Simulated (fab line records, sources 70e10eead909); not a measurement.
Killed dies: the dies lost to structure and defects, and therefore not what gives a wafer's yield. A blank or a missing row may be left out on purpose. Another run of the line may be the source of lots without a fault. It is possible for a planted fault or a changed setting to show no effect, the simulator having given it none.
Matching of chambers -- flow nand_harc -- NHARC_A_CONTACT_DEP_24 on pecvd-03: 3 sister chambers
The step deposits SiO2, target thk 500 nm. 3 wafers are shown with their chamber, then 7 later ones without.

== WAFERS, EACH WITH ITS CHAMBER ==
wafer,chamber,throttle_valve_pct (%)
L388.4,2,15.7
L392.5,1,16.1
L397.4,0,15.7

== WAFERS WITHOUT THEIR CHAMBER ==
wafer,throttle_valve_pct (%)
L397.5,15.8
L404.1,16.1
L404.3,15.8
L404.6,16.1
L411.2,15.8
L411.5,15.8
L411.6,16.0

== EACH ONE'S CHAMBER ==
wafer,from the rows above,in truth
L397.5,can't be placed: 0 or 2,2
L404.1,1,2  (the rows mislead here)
L404.3,can't be placed: 0 or 2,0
L404.6,1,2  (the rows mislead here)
L411.2,can't be placed: 0 or 2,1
L411.5,can't be placed: 0 or 2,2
L411.6,1,1
Correctly placed: 1 of 7. From these rows, 4 cannot be placed; in 3 the true chamber is one of the candidates. 2 placed wrongly.
How it was worked out, from the rows above alone: a wafer's distance from a chamber is the root of the sum, over the readings, of the square of ((its reading less the chamber's mean) divided by the reading's scatter). If the next closest chamber is less than 2 further off than the closest, the wafer can't be placed; otherwise it belongs to the closest. Each chamber's mean is taken over the wafers shown for it. The scatter: root of mean squared gap, hidden wafer to nearest shown wafer, with one shown wafer a chamber.
